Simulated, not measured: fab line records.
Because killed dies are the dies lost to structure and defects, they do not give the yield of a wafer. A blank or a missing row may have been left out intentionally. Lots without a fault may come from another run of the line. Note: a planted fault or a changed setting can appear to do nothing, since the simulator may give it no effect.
Split-lot study    flow n5_finfet    7 lots, 21 wafers read, on a route of 1938 steps

SPLIT DETAILS
At N5_MIM_BOT_ETCH_ETCH_00 (etches TiN in Cl2/BCl3, target depth 45.5 nm), the setting bias_w was moved away from the recipe's 126 W on 6 of the 21 wafers read, by -14.1% to +15.6%. All remaining wafers had this setting at the recipe value.

Reading taken at the split's own step.

THE READING
etch.depth_nm (the simulator's own value, which no gauge read), in nm, at N5_MIM_BOT_ETCH_ETCH_00 (etches TiN in Cl2/BCl3, target depth 45.5 nm). The file gives no usual value for it. The 15 wafers here that ran the recipe average 45.97 nm, standard deviation 0.84 nm.

wafer   tool, chamber at the split  bias_w as run, W  against the recipe  etch.depth_nm, nm  against lot-mates on the recipe
L077.4  rie_metal-03, 1             126               recipe              47.12              -
L077.5  rie_metal-03, 1             126               recipe              47.3               -
L077.6  rie_metal-03, 0             126               recipe              47.75              -
L076.1  rie_metal-02, 0             126               recipe              46.15              -
L076.4  rie_metal-02, 0             126               recipe              45.51              -
L076.6  rie_metal-02, 0             126               recipe              45.68              -
L078.1  rie_metal-01, 0             119.5             -5.2%               44.7               -0.41
L078.3  rie_metal-01, 0             126               recipe              44.82              -
L078.5  rie_metal-01, 0             126               recipe              45.39              -
L083.2  rie_metal-01, 1             126               recipe              45.68              -
L083.4  rie_metal-01, 0             139.5             +10.7%              47.49              +1.81
L083.6  rie_metal-01, 0             139.5             +10.7%              47.43              +1.75
L089.2  rie_metal-02, 1             126               recipe              45.17              -
L089.4  rie_metal-02, 0             145.6             +15.6%              48.79              +3.65
L089.6  rie_metal-02, 1             126               recipe              45.12              -
L090.1  rie_metal-01, 1             126               recipe              46.56              -
L090.3  rie_metal-01, 0             108.2             -14.1%              43.46              -2.93
L090.5  rie_metal-01, 0             126               recipe              46.22              -
L096.2  rie_metal-01, 0             114.1             -9.4%               43.85              -1.71
L096.5  rie_metal-01, 0             126               recipe              45.71              -
L096.6  rie_metal-01, 0             126               recipe              45.41              -

FIT RESULTS
A straight line over all 21 wafers: etch.depth_nm changes by +0.176 nm for each +1% of bias_w; r = +0.83; the points scatter about the line by 0.76 nm.
The same after taking each lot's own level away (the mean of its wafers on the recipe; 21 wafers): +0.196 nm for each +1%; r = +0.97; scatter 0.3 nm.
According to that fit, moving bias_w by its largest amount changes the reading by 3 nm.
Measured against the standard deviation above, the lots' own levels, which go from 45.105 to 47.390 nm, span 2.7 times it.
In other words, the slope is changed by the lot-to-lot level; the two fits disagree.
Check: for one of the wafers moved furthest among these (+15.6%), held out of the fit, the line's prediction against its lot-mates is +2.78 nm. It came out at +3.65 nm against them.

OTHER SPLITS APPLIED TO THESE WAFERS
These wafers also went through other splits before the reading. Each is held against what the fit with the lots' levels taken away leaves over:
other split on the same wafers  wafers away from the commonest value  r with etch.depth_nm (lot level and that fit taken away)
N5_BEOL_M9_ETCH_66 time_s       9                                     -0.46
N5_BEOL_M10_COAT_63 spin_rpm    6                                     -0.14
N5_BEOL_M10_COAT_64 spin_rpm    5                                     +0.09
N5_BEOL_M11_COAT_22 spin_rpm    11                                    +0.31
N5_BEOL_M11_EXPOSE_25 dose_mj   7                                     +0.22
N5_BEOL_M12_SPUTTER_43 power_w  3                                     +0.06
N5_BEOL_M13_SPUTTER_44 power_w  5                                     +0.18
N5_BEOL_M15_ILD_DEP_00 time_s   6                                     +0.33
N5_BEOL_M15_SPUTTER_43 time_s   7                                     +0.38

FILE'S OWN FIT
etch.depth_nm changes by +0.201 nm for each +1% of bias_w, r = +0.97.
